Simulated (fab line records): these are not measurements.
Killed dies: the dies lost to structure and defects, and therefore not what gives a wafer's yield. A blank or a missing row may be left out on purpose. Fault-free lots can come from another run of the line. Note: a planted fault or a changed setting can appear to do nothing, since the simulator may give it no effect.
fab line records	flow n5-finfet	part 1 of 2: steps 1 to 4 of 6
[record] lots = 21	wafers = 63	last-day = 18
route steps=1938 shown GATE_CUT@474 MOL_CONTACT_COAG@530
lots that met no fault: taken from a fault-free run of the same line
start-h: start of the lot's first displayed wafer, in hours after the record's first day	wait-h: hours elapsed since this lot's preceding step	" same as the row above	L1.1+2: several wafers, shown together as one row	- no value, or no start was given	* or withheld: withheld	< > ~ a bound
route shown NAME@n: names a module that has steps shown in the file, with the first one's number in the route	usual: mean/standard deviation taken from wafers without a fault	same: alike in all rows	chamber/n: place in a boat	sites: per-site readings	_std_site: standard deviation of those values	_edge_site: the outer-site mean with the inner-site mean subtracted	radius-mm: how far each site lies from the wafer's centre	mask NAME#n: copy n	behind: the last tool/chamber to shape the wafer	hold: reason for holding the lot/hours on hold/outcome of the hold	device: the transistor (n, p or np) that didn't switch	end of line: the same wafers' tests at the end of the route	where a step has no rows: the recipe by itself	killed: dies lost to structure and defects at the first sort, not the wafer's yield	map: dies across one wafer; x = killed, . = not, _ = none there
set.NAME: the run value of the setting; set.NAME@STEP: its run value at that earlier step	model.NAME: the simulator's own value behind a step, which no gauge read
the route's steps for a sample of lots (tables are steps, rows are wafers)
services: when a tool's chamber went out of use (start-h, in hours from the record's first day, below 0 if earlier), for how many hours, and the reason
[[steps]]
[step N5_GATE_CUT_PECVD_57]
[recipe] material = SiNx	target-thk-a = 210	temp-c = 400	precursor = SiH4/NH3/N2	pressure-torr = 1.5	rf-w = 300
[usual] heater-power-w = 749/90	showerhead-plenum-p-Torr = 5.19/0.04	showerhead-vpp-V = 1061/23	throttle-valve-pct = 40.2/2
lot.wafer	tool	chamber	start-h	wait-h	heater-power-w	showerhead-plenum-p-Torr	showerhead-vpp-V	since-wet-clean-h	throttle-valve-pct
L074.2	pecvd-02	0	88.51	1.1	817	5.21	1052	792	39.7
L074.3	"	2	"	"	767	5.13	1061	38	38.0
L074.6	"	2	"	"	776	5.12	1066	-	38.3
L075.1	pecvd-03	0	94.00	1.1	728	5.19	1087	1160	44.4
L075.2	"	1	"	"	856	5.21	1074	1885	39.4
L075.3	"	2	"	"	582	5.21	1057	406	39.2
L076.1	pecvd-02	1	96.33	1.1	663	5.23	1046	1525	38.5
L076.3	"	2	"	"	833	5.14	1074	46	38.0
L076.4	"	1	"	"	647	5.23	1077	-	38.3
L078.1	pecvd-03	1	107.08	1.1	855	5.20	1054	1898	39.9
L078.2	"	0	"	"	746	5.18	1058	1173	44.4
L078.5	"	1	"	"	873	5.20	1066	-	39.3
L079.2	pecvd-01	0	112.68	1.1	743	5.09	1090	635	38.9
L079.4	"	0	"	"	726	5.08	1071	-	39.1
L079.5	"	2	"	"	579	5.11	962	-	42.0
L081.2	pecvd-02	2	123.31	1.1	836	5.13	1067	73	38.6
L081.3	"	0	"	"	929	5.23	1050	827	40.1
L081.6	"	0	"	"	917	5.23	1055	-	40.3
L082.3	pecvd-03	0	129.93	1.1	745	5.19	1065	1196	44.5
L082.4	"	2	"	"	628	5.21	1081	-	39.3
L082.5	"	1	"	"	825	5.20	1083	-	40.1
L083.3	pecvd-02	2	136.34	1.1	808	5.14	1064	86	38.6
L083.5	"	2	"	"	821	5.12	1050	-	38.5
L083.6	"	1	"	"	748	5.22	1075	-	38.3
L084.2	pecvd-03	2	148.02	1.1	679	5.22	1070	460	39.3
L084.5	"	2	"	"	698	5.21	1047	-	39.5
L084.6	"	0	"	"	739	5.18	1063	-	44.3
L085.3	pecvd-03	0	151.06	1.1	676	5.19	1061	1217	44.4
L085.4	"	0	"	"	667	5.17	1075	-	44.6
L085.6	"	1	"	"	846	5.20	1058	-	39.6
L086.1	pecvd-03	0	156.05	1.1	683	5.19	1091	1222	44.6
L086.3	"	1	"	"	758	5.21	1080	1947	39.3
L086.5	"	1	"	"	776	5.20	1048	-	39.9
L087.2	pecvd-02	2	159.94	1.1	781	5.14	1051	110	38.8
L087.4	"	1	"	"	704	5.22	1066	-	38.3
L087.5	"	2	"	"	741	5.12	1048	-	38.9
L088.1	pecvd-03	1	167.81	1.1	890	5.20	1066	1959	39.5
L088.2	"	2	"	"	675	5.21	1061	480	39.6
L088.4	"	1	"	"	861	5.23	1095	-	39.6
L090.3	pecvd-02	1	177.77	1.1	642	5.25	1069	1607	38.5
L090.5	"	1	"	"	658	5.22	1063	-	38.1
L090.6	"	0	"	"	856	5.24	1072	-	40.6
L091.1	pecvd-02	0	187.08	1.1	879	5.23	1029	891	40.6
L091.4	"	0	"	"	860	5.23	1031	-	40.7
L091.5	"	2	"	"	763	5.13	1071	-	38.9
L092.4	pecvd-01	1	195.16	1.1	908	5.18	1033	-	41.3
L092.5	"	2	"	"	598	5.13	951	-	42.0
L092.6	"	0	"	"	800	5.08	1086	-	39.3
L093.2	pecvd-03	0	197.62	1.1	738	5.18	1084	1264	44.1
L093.3	"	1	"	"	843	5.21	1077	1989	39.7
L093.4	"	2	"	"	612	5.23	1053	-	39.5
L094.1	pecvd-02	2	207.38	1.1	809	5.13	1046	157	38.8
L094.4	"	0	"	"	886	5.23	1046	-	40.5
L094.5	"	2	"	"	847	5.14	1052	-	39.1
L095.2	pecvd-02	2	209.30	1.1	821	5.14	1054	159	39.0
L095.4	"	2	"	"	793	5.13	1041	-	39.3
L095.6	"	0	"	"	807	5.22	1048	-	40.7
L096.1	pecvd-02	1	216.11	1.1	709	5.24	1077	1645	38.4
L096.5	"	1	"	"	718	5.22	1051	-	38.3
L096.6	"	2	"	"	754	5.14	1059	-	39.0
L097.1	pecvd-02	1	218.17	1.1	657	5.22	1079	1647	38.3
L097.3	"	0	"	"	929	5.22	1064	922	40.7
L097.5	"	2	"	"	817	5.13	1044	-	39.1
[step N5_GATE_CUT_STRIP_42]
[recipe] chemistry = O2	power-w = 400	temp-c = 40	pressure-mtorr = 30	rf-frequency-hz = 6e+07	bias-power-w = 0	overash-fraction = 0.3	o2-flow-sccm = 225
[usual] drypump-motor-current-A = 5.7/0.4	oes-product-au = 0.77/0.08	rf-vpp-V = 3.6/0.49	showerhead-plenum-p-Torr = 2.10/0.061	throttle-valve-pct = 16.76/0.24
lot.wafer	tool	chamber	start-h	wait-h	drypump-motor-current-A	oes-product-au	rf-hours-counter-h	rf-vpp-V	showerhead-plenum-p-Torr	throttle-valve-pct
L074.2	rie-diel-06	2	89.75	0.0	5.9	0.73	173	3.9	2.18	16.74
L074.3	"	0	"	"	5.7	0.71	214	4.2	2.16	16.56
L074.6	"	0	"	"	5.7	0.72	-	3.9	2.16	16.56
L075.1	rie-diel-04	1	95.11	0.0	5.9	0.70	202	3.3	2.16	16.73
L075.2	"	2	"	"	6.5	0.65	275	3.6	2.06	17.24
L075.3	"	0	"	"	5.6	0.88	29	4.3	2.06	16.67
L076.1	rie-diel-04	1	97.44	0.0	5.9	0.71	202	4.6	2.16	16.72
L076.3	"	0	"	"	5.6	0.88	30	3.3	2.06	16.67
L076.4	"	2	"	"	6.5	0.65	-	3.6	2.06	17.22
L078.1	rie-diel-06	0	108.26	0.0	5.7	0.71	220	3.9	2.16	16.59
L078.2	"	1	"	"	5.7	0.75	129	3.9	2.03	16.88
L078.5	"	0	"	"	5.7	0.72	-	4.3	2.16	16.58
L079.2	rie-diel-05	3	114.08	0.0	5.6	0.85	65	3.3	2.04	16.39
L079.4	"	1	"	"	5.5	0.73	165	4.3	2.01	16.79
L079.5	"	0	"	"	6.0	0.74	-	3.8	2.17	17.05
L081.2	rie-diel-04	2	124.71	0.0	6.5	0.65	286	4.1	2.06	17.24
L081.3	"	0	"	"	5.6	0.85	41	3.7	2.06	16.69
L081.6	"	2	"	"	6.5	0.65	-	2.8	2.06	17.27
L082.3	rie-diel-04	2	131.04	0.0	6.5	0.63	290	2.9	2.06	17.28
L082.4	"	2	"	"	6.5	0.64	-	3.4	2.06	17.29
L082.5	"	1	"	"	5.9	0.69	-	4.0	2.15	16.76
L083.3	rie-diel-04	2	138.03	0.0	6.6	0.65	292	3.1	2.06	17.28
L083.5	"	1	"	"	5.9	0.68	-	3.3	2.15	16.77
L083.6	"	2	"	"	6.5	0.64	-	3.5	2.06	17.27
L084.2	rie-diel-04	2	149.46	0.0	6.5	0.65	297	4.1	2.06	17.29
L084.5	"	2	"	"	6.5	0.65	-	3.0	2.06	17.28
L084.6	"	1	"	"	5.9	0.69	-	2.6	2.15	16.77
L085.3	rie-diel-05	0	152.24	0.0	6.0	0.72	186	3.1	2.17	17.06
L085.4	"	1	"	"	5.5	0.72	177	3.4	2.01	16.82
L085.6	"	1	"	"	5.5	0.72	-	3.1	2.00	16.82
L086.1	rie-diel-05	1	157.15	0.0	5.5	0.72	178	4.4	2.00	16.82
L086.3	"	3	"	"	5.7	0.84	79	3.8	2.04	16.42
L086.5	"	3	"	"	5.7	0.84	-	4.0	2.04	16.40
L087.2	rie-diel-06	2	161.08	0.0	5.9	0.72	194	3.2	2.17	16.76
L087.4	"	1	"	"	5.8	0.74	145	2.5	2.02	16.89
L087.5	"	1	"	"	5.8	0.74	-	3.7	2.02	16.89
L088.1	rie-diel-04	1	168.95	0.0	5.9	0.68	231	3.2	2.15	16.78
L088.2	"	3	"	"	5.1	0.78	139	2.6	2.10	16.93
L088.4	"	3	"	"	5.1	0.78	-	4.5	2.10	16.92
L090.3	rie-diel-05	1	178.91	0.0	5.5	0.71	185	3.6	2.00	16.84
L090.5	"	2	"	"	5.1	0.88	-	3.2	2.12	16.49
L090.6	"	3	"	"	5.6	0.83	-	3.4	2.04	16.43
L091.1	rie-diel-04	0	188.19	0.0	5.6	0.83	62	3.7	2.05	16.71
L091.4	"	2	"	"	6.5	0.98	4	4.3	2.05	16.74
L091.5	"	3	"	"	5.1	0.77	-	3.7	2.10	16.93
L092.4	rie-diel-05	1	196.25	0.0	5.5	0.71	190	3.6	2.00	16.85
L092.5	"	2	"	"	5.1	0.87	-	3.2	2.12	16.52
L092.6	"	3	"	"	5.7	0.82	-	3.0	2.03	16.43
L093.2	rie-diel-05	1	198.73	0.0	5.5	0.71	191	2.6	2.00	16.84
L093.3	"	0	"	"	6.0	0.71	199	3.8	2.16	17.10
L093.4	"	2	"	"	5.1	0.86	56	3.3	2.12	16.53
L094.1	rie-diel-05	1	208.55	0.0	5.5	0.71	194	4.6	2.00	16.84
L094.4	"	0	"	"	6.0	0.71	202	3.8	2.16	17.11
L094.5	"	1	"	"	5.5	0.71	-	3.5	2.00	16.85
L095.2	rie-diel-04	3	210.41	0.0	5.1	0.77	152	3.3	2.09	16.94
L095.4	"	1	"	"	5.9	0.67	241	3.7	2.14	16.82
L095.6	"	1	"	"	5.9	0.68	-	3.4	2.14	16.81
L096.1	rie-diel-05	3	217.22	0.0	5.6	0.82	97	3.2	2.03	16.46
L096.5	"	1	"	"	5.5	0.71	-	3.8	2.00	16.85
L096.6	"	2	"	"	5.1	0.85	-	4.6	2.12	16.53
L097.1	rie-diel-05	2	219.92	0.0	5.1	0.86	63	3.5	2.12	16.53
L097.3	"	0	"	"	6.0	0.71	205	4.0	2.16	17.10
L097.5	"	3	"	"	5.6	0.82	-	3.9	2.03	16.45
[step N5_GATE_CUT_VAPOR_ETCH_51]
[recipe] chemistry = BCl3/Cl2	target = HfO2	mode = isotropic
[usual] drypump-motor-current-A = 5.6/0.51	oes-product-au = 0.75/0.11
lot.wafer	tool	chamber	start-h	wait-h	drypump-motor-current-A	oes-product-au
L074.2	rie-metal-03	1	90.13	0.0	5.6	0.82
L074.3	"	0	"	"	5.6	0.88
L074.6	"	1	"	"	5.7	0.82
L075.1	rie-metal-01	0	95.50	0.0	5.5	0.59
L075.2	"	1	"	"	6.2	0.85
L075.3	"	0	"	"	5.5	0.59
L076.1	rie-metal-01	1	97.83	0.0	6.2	0.85
L076.3	"	0	"	"	5.5	0.59
L076.4	"	1	"	"	6.2	0.85
L078.1	rie-metal-01	0	108.65	0.0	5.5	0.60
L078.2	"	1	"	"	6.2	0.85
L078.5	"	0	"	"	5.5	0.60
L079.2	rie-metal-02	1	114.47	0.0	6.2	0.65
L079.4	"	0	"	"	4.8	0.66
L079.5	"	0	"	"	4.8	0.66
L081.2	rie-metal-03	1	125.10	0.0	5.6	0.81
L081.3	"	0	"	"	5.5	0.85
L081.6	"	0	"	"	5.5	0.85
L082.3	rie-metal-03	1	131.44	0.0	5.7	0.80
L082.4	"	0	"	"	5.6	0.86
L082.5	"	1	"	"	5.7	0.81
L083.3	rie-metal-02	1	138.43	0.0	6.2	0.65
L083.5	"	1	"	"	6.2	0.65
L083.6	"	0	"	"	4.8	0.65
L084.2	rie-metal-02	1	149.85	0.0	6.2	0.64
L084.5	"	0	"	"	4.8	0.65
L084.6	"	1	"	"	6.2	0.65
L085.3	rie-metal-03	1	152.63	0.0	5.7	0.80
L085.4	"	0	"	"	5.6	0.86
L085.6	"	0	"	"	5.5	0.85
L086.1	rie-metal-03	0	157.54	0.0	5.5	0.84
L086.3	"	1	"	"	5.6	0.80
L086.5	"	0	"	"	5.5	0.85
L087.2	rie-metal-02	0	161.49	0.0	4.8	0.65
L087.4	"	0	"	"	4.8	0.65
L087.5	"	1	"	"	6.1	0.64
L088.1	rie-metal-02	1	169.34	0.0	6.1	0.64
L088.2	"	0	"	"	4.8	0.65
L088.4	"	1	"	"	6.2	0.65
L090.3	rie-metal-02	1	179.31	0.0	6.2	0.65
L090.5	"	1	"	"	6.2	0.65
L090.6	"	0	"	"	4.8	0.65
L091.1	rie-metal-01	0	188.58	0.0	5.5	0.96
L091.4	"	1	"	"	6.2	0.82
L091.5	"	1	"	"	6.2	0.83
L092.4	rie-metal-02	0	196.64	0.0	4.8	0.64
L092.5	"	1	"	"	6.2	0.64
L092.6	"	0	"	"	4.8	0.65
L093.2	rie-metal-03	0	199.12	0.0	5.6	0.84
L093.3	"	1	"	"	5.7	0.78
L093.4	"	0	"	"	5.6	0.84
L094.1	rie-metal-02	1	208.94	0.0	6.2	0.64
L094.4	"	1	"	"	6.2	0.64
L094.5	"	0	"	"	4.8	0.65
L095.2	rie-metal-02	1	210.80	0.0	6.1	0.64
L095.4	"	1	"	"	6.2	0.64
L095.6	"	0	"	"	4.8	0.65
L096.1	rie-metal-01	1	217.61	0.0	6.2	0.82
L096.5	"	1	"	"	6.2	0.83
L096.6	"	0	"	"	5.5	0.94
L097.1	rie-metal-01	1	220.31	0.0	6.2	0.82
L097.3	"	1	"	"	6.2	0.82
L097.5	"	0	"	"	5.5	0.93
[step N5_MOL_CONTACT_COAG_ETCH_59]
[recipe] chemistry = N2/H2	target = underlayer	target-depth-a = 130	mask-material = CAR-EUV	time-s = 10.4	ion-energy-ev = 200	pressure-mtorr = 30	source-w = 840	bias-w = 150	n2-flow-sccm = 200	h2-flow-sccm = 200	ends = cleared
[usual] drypump-motor-current-A = 6.0/0.41	etch-rf-on-time-s = 10.37/0.14	n2-flow-sccm = 200.1/0.66	oes-product-au = 0.66/0.067	rf-vpp-V = 523.6/2.3	showerhead-plenum-p-Torr = 2.54/0.08	throttle-valve-pct = 17.77/0.23
lot.wafer	tool	chamber	start-h	wait-h	drypump-motor-current-A	etch-rf-on-time-s	n2-flow-sccm	oes-product-au	rf-hours-counter-h	rf-vpp-V	showerhead-plenum-p-Torr	throttle-valve-pct
L074.2	rie-diel-03	2	93.32	0.0	6.4	10.31	200.9	0.64	164	521.7	2.43	17.73
L074.3	"	1	"	"	5.8	10.40	200.4	0.63	171	526.9	2.65	17.75
L074.6	"	0	"	"	6.3	10.76	200.1	0.59	-	524.0	2.51	17.68
L075.1	rie-diel-03	0	99.25	0.0	6.3	10.65	198.9	0.59	230	522.1	2.51	17.71
L075.2	"	3	"	"	6.3	10.41	200.4	0.61	215	522.9	2.52	18.24
L075.3	"	2	"	"	6.4	10.26	200.1	0.64	166	520.7	2.43	17.73
L076.1	rie-diel-03	2	101.40	0.0	6.4	10.27	199.1	0.64	167	520.3	2.43	17.72
L076.3	"	1	"	"	5.8	10.21	201.0	0.64	174	525.9	2.65	17.77
L076.4	"	0	"	"	6.3	10.67	200.4	0.59	230	524.0	2.51	17.70
L078.1	rie-diel-02	1	112.67	0.0	4.8	10.26	200.6	0.61	207	520.8	2.42	17.86
L078.2	"	3	"	"	5.8	10.44	199.9	0.70	71	525.7	2.57	17.78
L078.5	"	0	"	"	5.5	10.25	201.0	0.70	-	525.1	2.57	17.48
L079.2	rie-diel-03	0	117.78	0.0	6.3	10.62	199.3	0.59	235	522.9	2.51	17.71
L079.4	"	1	"	"	5.8	10.30	201.2	0.63	178	527.7	2.64	17.77
L079.5	"	3	"	"	6.3	10.45	200.6	0.61	-	523.2	2.52	18.24
L081.2	rie-diel-03	3	128.66	0.0	6.3	10.49	200.7	0.61	224	523.7	2.52	18.22
L081.3	"	2	"	"	6.4	10.36	200.5	0.63	176	520.8	2.43	17.74
L081.6	"	3	"	"	6.3	10.51	200.2	0.60	-	524.6	2.52	18.26
L082.3	rie-diel-03	0	134.76	0.0	6.3	10.64	200.5	0.59	241	522.9	2.50	17.72
L082.4	"	2	"	"	6.4	10.35	199.9	0.63	177	520.6	2.43	17.76
L082.5	"	1	"	"	5.8	10.25	199.9	0.63	-	526.4	2.64	17.78
L083.3	rie-diel-03	0	142.26	0.0	6.3	10.57	199.7	0.58	244	520.0	2.50	17.72
L083.5	"	1	"	"	5.8	10.21	201.3	0.63	-	525.7	2.64	17.80
L083.6	"	0	"	"	6.3	10.51	200.7	0.58	-	525.5	2.50	17.74
L084.2	rie-diel-01	2	154.46	0.0	5.6	10.40	200.7	0.65	167	523.1	2.54	17.60
L084.5	"	3	"	"	6.2	10.33	199.5	0.75	-	528.6	2.70	17.53
L084.6	"	1	"	"	5.9	10.24	201.0	0.76	-	521.8	2.49	17.68
L086.1	rie-diel-03	1	160.74	0.0	5.8	10.35	199.0	0.62	195	528.0	2.64	17.81
L086.3	"	0	"	"	6.3	10.63	200.7	0.58	250	522.1	2.50	17.77
L086.5	"	2	"	"	6.4	10.30	200.4	0.61	-	521.5	2.42	17.76
L085.3	rie-diel-01	3	160.99	0.0	6.2	10.16	200.4	0.75	40	525.9	2.70	17.54
L085.4	"	3	"	"	6.2	10.15	199.9	0.75	-	528.5	2.69	17.51
L085.6	"	1	"	"	5.9	10.22	199.5	0.77	-	522.0	2.49	17.68
L087.2	rie-diel-03	2	164.70	0.0	6.4	10.30	200.5	0.62	189	520.5	2.42	17.76
L087.4	"	1	"	"	5.8	10.37	200.7	0.62	196	525.3	2.64	17.80
L087.5	"	3	"	"	6.3	10.55	200.6	0.59	-	523.6	2.52	18.26
L088.1	rie-diel-02	1	173.01	0.0	4.8	10.47	199.9	0.59	228	519.4	2.41	17.88
L088.2	"	0	"	"	5.5	10.50	199.8	0.68	105	524.6	2.56	17.51
L088.4	"	2	"	"	5.7	10.52	200.2	0.80	13	524.7	2.60	17.93
L090.3	rie-diel-03	2	183.14	0.0	6.4	10.21	199.6	0.62	197	522.2	2.42	17.78
L090.5	"	2	"	"	6.4	10.27	199.2	0.62	-	520.7	2.42	17.79
L090.6	"	1	"	"	5.8	10.22	200.2	0.62	-	524.8	2.63	17.81
L091.1	rie-diel-02	0	191.92	0.0	5.5	10.42	201.2	0.67	110	523.6	2.56	17.53
L091.4	"	3	"	"	5.9	10.41	200.1	0.69	97	524.4	2.56	17.79
L091.5	"	0	"	"	5.5	10.40	201.3	0.67	-	522.5	2.56	17.53
L092.4	rie-diel-02	2	200.92	0.0	5.7	10.32	200.9	0.80	21	524.6	2.60	17.96
L092.5	"	1	"	"	4.8	10.32	199.8	0.59	-	521.1	2.41	17.91
L092.6	"	2	"	"	5.6	10.36	199.7	0.78	-	524.0	2.59	17.95
L093.2	rie-diel-02	2	202.60	0.0	5.7	10.41	199.8	0.78	22	525.8	2.60	17.96
L093.3	"	1	"	"	4.8	10.29	200.0	0.59	238	520.6	2.41	17.90
L093.4	"	0	"	"	5.5	10.35	201.3	0.67	113	524.4	2.56	17.51
L094.1	rie-diel-01	1	212.18	0.0	5.8	10.18	199.2	0.74	46	521.4	2.48	17.70
L094.4	"	3	"	"	6.2	10.37	199.7	0.71	63	527.1	2.68	17.57
L094.5	"	2	"	"	5.6	10.36	200.0	0.65	-	524.7	2.53	17.65
L095.2	rie-diel-01	2	214.21	0.0	5.6	10.37	200.3	0.64	192	524.4	2.53	17.64
L095.4	"	3	"	"	6.2	10.32	199.4	0.71	64	527.9	2.68	17.56
L095.6	"	1	"	"	5.9	10.18	200.2	0.74	-	521.6	2.48	17.71
L096.1	rie-diel-03	1	220.90	0.0	5.8	10.34	199.3	0.61	221	526.5	2.62	17.85
L096.5	"	2	"	"	6.4	10.35	199.2	0.60	-	519.1	2.41	17.82
L096.6	"	1	"	"	5.8	10.33	199.5	0.60	-	526.0	2.62	17.83
L097.1	rie-diel-01	3	223.49	0.0	6.2	10.33	200.3	0.71	68	528.4	2.68	17.57
L097.3	"	1	"	"	5.9	10.32	199.1	0.73	50	523.9	2.48	17.73
L097.5	"	1	"	"	5.9	10.25	200.7	0.74	-	522.6	2.48	17.71
